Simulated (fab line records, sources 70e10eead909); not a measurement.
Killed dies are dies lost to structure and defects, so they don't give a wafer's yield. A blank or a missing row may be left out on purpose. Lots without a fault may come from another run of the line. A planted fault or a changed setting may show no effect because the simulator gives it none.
A struck lot beside a sound one | flow nand_harc | 14 steps out of a route of 1159
Sound: wafers L918.1, L918.5, L918.6. Struck: wafers L929.3, L929.5, L929.6. The cause comes at the end.
At each step with rows: each side's tool, then ch and its chambers, then its first start. Under that, the readings that differ: sound wafers | struck wafers | difference of the means | sigmas: that difference in standard deviations of wafers without a fault.
alike: readings whose means differ by less than 2 such deviations, and words and numbers that are the same on both sides. not compared: withheld readings, readings that some wafer has no value for, bounds like >300 that may hide the same value, and numbers for which the record gives no deviation and whose values overlap.
The two part at a step that has a row with sigmas, a row that says differs or no value, or rows on one side only. Numbers that don't overlap but have no deviation are shown without sigmas and don't part them. A reading that every wafer of one side lacks parts them only if that side has two wafers or more.

first, 2 steps without rows for these wafers: NHARC_A_SOURCE_PLATE_SRD_01; NHARC_A_SOURCE_PLATE_OXIDE_02 (material SiO2, target thk 10 nm, ox time 1362 s).
NHARC_A_SOURCE_PLATE_THK_MEAS_09: measures by ellipsometry.
  sound on film_metro-01, day 7 15:38; struck on film_metro-01, day 10 04:43
  alike: thk_nm
then, 3 steps without rows for these wafers: NHARC_A_SOURCE_PLATE_PVD_04 (deposits WSi2, target thk 50 nm); NHARC_A_SOURCE_PLATE_CVD_03 (deposits poly-Si, target thk 200 nm, time 4000 s); NHARC_A_SOURCE_PLATE_ANNEAL_05 (time 1800 s).
NHARC_A_SOURCE_PLATE_THK_MEAS_06: measures by ellipsometry.
  sound on film_metro-02, day 8 06:00; struck on film_metro-01, day 10 19:10
  alike: thk_nm
NHARC_A_SOURCE_PLATE_INSPECT_08:
  sound on defect_inspect-01, day 8 06:04; struck on defect_inspect-01, day 10 19:16
  alike: raw_defect_count
then, 1 step without rows for these wafers: NHARC_A_ONON_D1_DEP_00 (target thk 1000 nm).
NHARC_A_ONON_D1_THK_MEAS_02: measures by ellipsometry.
  sound on film_metro-02, day 8 06:38; struck on film_metro-01, day 10 19:52
  alike: thk_nm
NHARC_A_ONON_D1_DEP_03: target thk 1000 nm.
  sound on pecvd_onon-02 ch 0, day 8 06:41; struck on pecvd_onon-02 ch 0, day 10 20:02
  alike: susceptor_temp_C
NHARC_A_ONON_D1_THK_MEAS_05: measures by ellipsometry.
  sound on film_metro-01, day 8 07:11; struck on film_metro-02, day 10 20:26
  reading     | sound          | struck         | difference | sigmas
  thk_nm (nm) | 1001 1002 1003 | 1596 1593 1594 | +592       | +59
then, 1 step without rows for these wafers: NHARC_A_ONON_D1_DEP_06 (target thk 1000 nm).
-- the record jumps here: 11 days lie between the struck wafers' starts before and after (it left off in module A_ONON_D1 and takes up again in module END, whose first step shown is number 1159 of the route) --
NHARC_END_SORT_01:
  the record has rows for the struck wafers here (prober-02 ch 0, day 22 01:47) and none for the sound ones

WHERE THEY PART
First at NHARC_A_ONON_D1_THK_MEAS_05; last, within this record, at NHARC_END_SORT_01.

WHY: what the simulator had put in
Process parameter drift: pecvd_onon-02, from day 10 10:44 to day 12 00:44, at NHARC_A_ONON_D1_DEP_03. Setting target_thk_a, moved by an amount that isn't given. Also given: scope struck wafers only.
